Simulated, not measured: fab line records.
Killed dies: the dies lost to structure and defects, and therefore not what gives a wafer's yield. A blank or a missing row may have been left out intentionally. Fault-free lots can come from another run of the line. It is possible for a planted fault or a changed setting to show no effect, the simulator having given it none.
Struck lot and sound lot, side by side / flow nand_harc / 14 steps out of a route of 1302
Sound: wafers L684.2, L684.3, L684.6. Wafers L678.2, L678.3, L678.6 were the ones struck. The cause is given at the end.
Per side, at each step with rows, come the tool, then ch with its chambers, and then its first start. Under that, the readings that differ: sound wafers / struck wafers / difference of the means / sigmas: that difference in standard deviations of wafers without a fault.
alike: words and numbers the same on both sides, and readings whose means are apart by under 2 such deviations; not compared: readings that were withheld, readings missing a value for some wafer, numbers with overlapping values and no deviation given by the record, and bounds like >300 which may hide the same value.
The two part at a step that has a row with sigmas, a row that says differs or no value, or rows on one side only. Numbers that don't overlap but have no deviation are shown without sigmas and don't part them. A reading that every wafer of one side lacks parts them only if that side has two wafers or more.

first, 4 steps without rows for these wafers: NHARC_A_CHANNEL_HOLE_D1_ETCH_44 (etches the open film in CF4/O2, target depth 140 nm, overetch 14 nm, time 77 s); NHARC_A_CHANNEL_HOLE_D1_STRIP_27 (strips in O2); NHARC_A_CHANNEL_HOLE_D1_PRECLEAN_28 (cleans in SC1); NHARC_A_CHANNEL_HOLE_D1_SRD_29.
NHARC_A_CHANNEL_HOLE_D1_CD_MEAS_30:
  sound on cd_sem-01 at day 13 14:51; struck on cd_sem-01 at day 11 10:05
  alike: cd_nm
NHARC_A_CHANNEL_HOLE_D1_XSEM_31:
  sound on xsem-01 ch 0, day 13 14:56; struck on xsem-01 ch 0, day 11 10:11
  alike: bot_cd_nm, bow_nm, tilt_deg
NHARC_A_CHANNEL_HOLE_D1_INSPECT_40:
  sound on defect_inspect-02 at day 13 15:02; struck on defect_inspect-01 at day 11 10:16
reading=raw_defect_count; sound=58 39 73; struck=100 115 100; difference=+48; sigmas=+2
then, 2 steps without rows for these wafers: NHARC_A_CHANNEL_FILL_D1_PRECLEAN_00 (cleans in SC1); NHARC_A_CHANNEL_FILL_D1_SRD_01.
NHARC_A_CHANNEL_FILL_D1_ALD_02: deposits SiO2, target thk 6 nm, pulse time 10 s, ald cycles 60.
  sound on ald_hk-03 ch 1,2, day 13 17:47; struck on ald_hk-03 ch 0,1,2, day 11 10:32
  alike: ald_cycles, heater_power_w, precursor_pulse_height_rel
NHARC_A_CHANNEL_FILL_D1_ALD_03: deposits SiNx, target thk 6 nm, pulse time 60 s, ald cycles 58.
  sound: ald_sin_batch-03 ch 0; struck: ald_sin_batch-01 ch 0
  alike: ald_cycles, chamber_pressure_Torr, precursor_pulse_height_rel
NHARC_A_CHANNEL_FILL_D1_ALD_14: deposits SiO2, target thk 2.5 nm, pulse time 10 s, ald cycles 25.
  sound on ald_hk-03 ch 0,1,2, day 14 00:49; struck on ald_hk-01 ch 0,2,3, day 11 17:33
  alike: ald_cycles, heater_power_w, precursor_pulse_height_rel
NHARC_A_CHANNEL_FILL_D1_ALD_15: deposits SiNx, target thk 2 nm, pulse time 60 s, ald cycles 19.
  sound on ald_sin_batch-03 ch 0, day 14 03:55; struck on ald_sin_batch-02 ch 0, day 11 20:38
reading=ald_cycles; sound=19 19 19; struck=18 18 18; difference=-1; sigmas=
  alike: chamber_pressure_Torr, precursor_pulse_height_rel
NHARC_A_CHANNEL_FILL_D1_ALD_16: deposits SiO2, target thk 1.5 nm, pulse time 10 s, ald cycles 15.
  sound on ald_hk-01 ch 0,1,2, day 14 05:59; struck on ald_hk-01 ch 0,1,2, day 11 23:08
reading=precursor_pulse_height_rel; sound=0.994 0.992 0.957; struck=1.060 1.050 1.001; difference=+0.056; sigmas=+3
  alike: ald_cycles, heater_power_w

== WHERE THEY PART ==
At NHARC_A_CHANNEL_HOLE_D1_INSPECT_40 first; at NHARC_A_CHANNEL_FILL_D1_ALD_16 last (within this record only).

WHY: what the simulator had put in
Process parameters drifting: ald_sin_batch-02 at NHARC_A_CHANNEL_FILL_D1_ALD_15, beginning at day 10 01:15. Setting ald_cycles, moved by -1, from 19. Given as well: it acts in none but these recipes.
